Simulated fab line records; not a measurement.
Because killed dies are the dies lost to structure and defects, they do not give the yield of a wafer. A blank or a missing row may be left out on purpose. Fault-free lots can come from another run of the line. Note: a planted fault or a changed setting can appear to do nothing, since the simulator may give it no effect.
Chamber matching ; flow nand-harc ; NHARC_P_M1_CMP_23 on cmp-01: 4 sister chambers
The step polishes, t overpolish 20 s, target thk 157.82 nm. 22 wafers are shown with their chamber, then 11 later ones without.

## WAFERS, EACH WITH ITS CHAMBER
wafer;chamber;motor-current-A (A);time-to-endpoint-s (s)
L075.2;1;10.3;26.4
L075.4;3;10.3;26.6
L075.5;3;10.4;28.5
L076.2;0;9.9;29.2
L076.5;3;10.2;31.4
L076.6;2;11.6;33.4
L077.3;2;11.8;31.0
L077.4;1;10.2;26.5
L077.5;3;10.4;33.7
L080.3;0;9.5;27.9
L080.5;1;10.6;28.6
L080.6;2;11.3;30.6
L081.1;0;10.2;32.4
L081.3;1;11.1;29.0
L081.5;3;10.8;32.4
L085.3;2;11.4;27.8
L085.4;0;10.3;31.8
L085.5;1;10.6;28.5
L087.2;0;9.8;28.6
L087.3;3;10.3;29.0
L087.4;1;10.3;30.1
L088.2;2;11.9;29.3

SIGNATURES (averages over the wafers above)
reading;chamber 0;chamber 1;chamber 2;chamber 3;scatter within a chamber
motor-current-A;9.940;10.517;11.600;10.400;0.283
time-to-endpoint-s;29.980;28.183;30.420;30.267;2.11
Rule: a wafer lies at a distance from a chamber equal to the root of the sum of squares, over the readings, of (its reading less the chamber's mean, divided by the reading's scatter). If the next closest chamber is less than 2 further off than the closest, the wafer can't be placed; otherwise it belongs to the closest. How the scatter is found: for the shown wafers, subtract from each reading the mean of its chamber, square and add these, divide the total by (wafers less chambers), then take the root.

## WAFERS WHOSE CHAMBER IS MISSING
wafer;motor-current-A (A);time-to-endpoint-s (s)
L088.4;10.1;30.2
L088.5;10.2;27.9
L092.1;10.3;30.1
L092.2;10.6;28.9
L092.5;10.4;28.1
L095.1;10.3;25.5
L095.2;10.6;26.1
L095.4;10.4;25.8
L097.1;9.8;25.3
L097.2;10.9;26.7
L097.5;9.6;26.8

## WHICH CHAMBER EACH ONE RAN IN
wafer;from the rows above;in truth
L088.4;can't be placed: 0 or 3 or 1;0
L088.5;can't be placed: 1 or 3 or 0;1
L092.1;can't be placed: 3 or 1 or 0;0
L092.2;can't be placed: 1 or 3 or 0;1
L092.5;can't be placed: 1 or 3 or 0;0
L095.1;can't be placed: 1 or 3 or 0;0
L095.2;can't be placed: 1 or 3 or 0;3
L095.4;can't be placed: 1 or 3 or 0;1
L097.1;can't be placed: 0 or 1 or 3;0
L097.2;can't be placed: 1 or 3 or 2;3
L097.5;can't be placed: 0 or 3 or 1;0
0 of 11 placed correctly. Not placeable from these rows: 11 (in 11, the candidates include the true chamber). 0 placed wrongly.
